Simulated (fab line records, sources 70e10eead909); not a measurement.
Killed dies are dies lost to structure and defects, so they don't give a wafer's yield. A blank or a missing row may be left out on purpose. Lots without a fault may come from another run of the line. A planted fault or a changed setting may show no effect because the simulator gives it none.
Chamber matching | flow nand_harc | NHARC_A_STAIRCASE_ETCH_253 on rie_diel-10: 4 sister chambers
The step etches the open film in C4F8/O2, target depth 50 nm, time 20.2 s. 14 wafers are shown with their chamber, then 7 later ones without.

WAFERS WITH THEIR CHAMBER
wafer  | chamber | rf_vpp_V (V) | oes_product_au (a.u.)
L076.1 | 0       | 897          | 0.946
L076.3 | 3       | 888          | 0.946
L076.5 | 0       | 897          | 0.950
L082.1 | 2       | 894          | 0.963
L082.4 | 1       | 900          | 0.969
L082.5 | 3       | 887          | 0.938
L084.2 | 1       | 898          | 0.981
L084.4 | 3       | 888          | 0.965
L084.6 | 3       | 889          | 0.962
L089.1 | 3       | 887          | 0.931
L089.4 | 2       | 893          | 0.941
L089.5 | 3       | 888          | 0.928
L095.2 | 3       | 905          | 0.947
L095.5 | 0       | 896          | 0.972

SIGNATURES (means of the wafers above)
reading        | chamber 0 | chamber 1 | chamber 2 | chamber 3 | scatter within a chamber
rf_vpp_V       | 896.67    | 899.00    | 893.50    | 890.29    | 5.09
oes_product_au | 0.95600   | 0.97500   | 0.95200   | 0.94529   | 0.0139
Rule: a wafer's distance from a chamber is the root of the sum, over the readings, of the square of ((its reading less the chamber's mean) divided by the reading's scatter). The wafer belongs to the nearest chamber; if the next one is less than 2 further off, it can't be placed. The scatter: the root of (the sum of the squares of (reading less its chamber's mean) over the shown wafers, divided by (wafers less chambers)).

WAFERS WITHOUT THEIR CHAMBER
wafer  | rf_vpp_V (V) | oes_product_au (a.u.)
L095.6 | 907          | 0.950
L096.3 | 907          | 0.957
L096.5 | 892          | 0.973
L096.6 | 899          | 0.978
L097.1 | 896          | 0.987
L097.2 | 894          | 0.976
L097.4 | 900          | 0.999

WHICH CHAMBER EACH WENT THROUGH
wafer  | from the rows above               | in truth
L095.6 | can't be placed: 0 or 1 or 2 or 3 | 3
L096.3 | can't be placed: 0 or 1 or 2 or 3 | 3
L096.5 | can't be placed: 1 or 0 or 2 or 3 | 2
L096.6 | can't be placed: 1 or 0 or 2      | 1
L097.1 | can't be placed: 1 or 0 or 2      | 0
L097.2 | can't be placed: 1 or 0 or 2 or 3 | 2
L097.4 | can't be placed: 1 or 0 or 2      | 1
Placed correctly: 0 of 7. Can't be placed from these rows: 7 (the true chamber is among the candidates in 7). Placed wrongly: 0.
